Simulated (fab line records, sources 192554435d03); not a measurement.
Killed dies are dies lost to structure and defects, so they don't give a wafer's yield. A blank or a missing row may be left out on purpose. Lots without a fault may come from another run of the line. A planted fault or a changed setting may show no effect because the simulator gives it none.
Split-lot experiment | flow n5_finfet | 7 lots, 21 wafers read, on a route of 1938 steps

THE SPLIT
At N5_BEOL_M8_DESCUM_16 (chemistry O2, time 7.9 s), the setting time_s was moved away from the recipe's 7.9 s on 8 of the 21 wafers read, by -20.7% to +16.3%. The other wafers ran this setting at the recipe's value.

The file shows no step between the split and the reading.

THE READING
CAR-ArF_of_BEOL_M8_COAT_05.thk_nm (the simulator's own value, which no gauge read), in nm, at N5_BEOL_M8_ETCH_61 (etches SiARC in CF4, target depth 45.5 nm, time 75.8 s). The file gives no usual value for it. The 13 wafers here that ran the recipe average 51.1 nm, standard deviation 0.29 nm.

wafer  | tool, chamber at the split | time_s as run, s | against the recipe | CAR-ArF_of_BEOL_M8_COAT_05.thk_nm, nm | against lot-mates on the recipe
L076.2 | rie_diel-05, 0,2           | 6.264            | -20.7%             | 51.8                                  | +1.0
L076.3 | rie_diel-05, 3             | 7.9              | recipe             | 50.8                                  | -
L076.4 | rie_diel-05, 0,2           | 6.264            | -20.7%             | 52                                    | +1.2
L078.1 | rie_diel-01, 1             | 7.9              | recipe             | 51.4                                  | -
L078.2 | rie_diel-01, 3,0           | 7.9              | recipe             | 51                                    | -
L078.5 | rie_diel-01, 3,0           | 7.9              | recipe             | 51                                    | -
L079.1 | rie_diel-04, 2             | 7.9              | recipe             | 51.2                                  | -
L079.3 | rie_diel-04, 1             | 7.9              | recipe             | 51.4                                  | -
L079.5 | rie_diel-04, 0             | 7.9              | recipe             | 51.2                                  | -
L080.3 | rie_diel-05, 2             | 7.9              | recipe             | 51                                    | -
L080.5 | rie_diel-05, 3             | 8.745            | +10.7%             | 50.4                                  | -0.6
L080.6 | rie_diel-05, 0             | 8.745            | +10.7%             | 50                                    | -1.0
L085.2 | rie_diel-05, 2             | 9.187            | +16.3%             | 50.8                                  | -0.8
L085.4 | rie_diel-05, 2             | 9.187            | +16.3%             | 50.6                                  | -1.0
L085.5 | rie_diel-05, 1             | 7.9              | recipe             | 51.6                                  | -
L087.1 | rie_diel-04, 1,2           | 7.9              | recipe             | 51                                    | -
L087.2 | rie_diel-04, 1,2           | 7.9              | recipe             | 51                                    | -
L087.6 | rie_diel-04, 3             | 7.9              | recipe             | 50.4                                  | -
L091.1 | rie_diel-01, 0             | 7.9              | recipe             | 51                                    | -
L091.2 | rie_diel-01, 3,2           | 6.762            | -14.4%             | 51.6                                  | +0.6
L091.4 | rie_diel-01, 3,2           | 6.762            | -14.4%             | 51.6                                  | +0.6
Where a row lists several chambers, the file gives one row for several wafers and doesn't say which wafer went through which chamber.

THE FIT
A straight line over all 21 wafers: CAR-ArF_of_BEOL_M8_COAT_05.thk_nm changes by -0.0396 nm for each +1% of time_s; r = -0.80; the points scatter about the line by 0.3 nm.
The same after taking each lot's own level away (the mean of its wafers on the recipe; 21 wafers): -0.0541 nm for each +1%; r = -0.95; scatter 0.18 nm.
On that fit, the largest move of time_s shifts the reading by 1.1 nm.
The lots' own levels span 50.80 to 51.60 nm, that is 2.8 times the standard deviation above.
So the lot-to-lot level changes the slope: the two fits differ.
Check: with one of the wafers moved furthest among these (-20.7%) left out of the fit, the line predicts +1.1 nm for it against its lot-mates. It came out at +1 nm against them.

OTHER SPLITS ON THESE WAFERS
These wafers also went through other splits before the reading. Each is held against what the fit with the lots' levels taken away leaves over:
other split on the same wafers | wafers away from the commonest value | r with CAR-ArF_of_BEOL_M8_COAT_05.thk_nm (lot level and that fit taken away)
N5_BEOL_M6_COAT_64 spin_rpm    | 6                                    | -0.20
N5_BEOL_M7_COAT_05 spin_rpm    | 6                                    | -0.32
N5_BEOL_M8_EXPOSE_08 dose_mj   | 9                                    | +0.12

THE WHOLE CHAIN: every reading that the file lists as answering this split, in the file's order
step                 | what it does                                           | reading                                                                            | change (the file's fit)                | r (the file's)
N5_BEOL_M8_DESCUM_16 | chemistry O2, time 7.9 s                               | CAR-ArF_of_BEOL_M8_COAT_05.thk_nm (the simulator's own value, which no gauge read) | -0.0507 nm for each +1% of the setting | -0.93
N5_BEOL_M8_ETCH_61   | etches SiARC in CF4, target depth 45.5 nm, time 75.8 s | CAR-ArF_of_BEOL_M8_COAT_05.thk_nm (the simulator's own value, which no gauge read) | -0.0538 nm for each +1% of the setting | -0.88

THE FILE'S OWN FIT
CAR-ArF_of_BEOL_M8_COAT_05.thk_nm changes by -0.0538 nm for each +1% of time_s, r = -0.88.
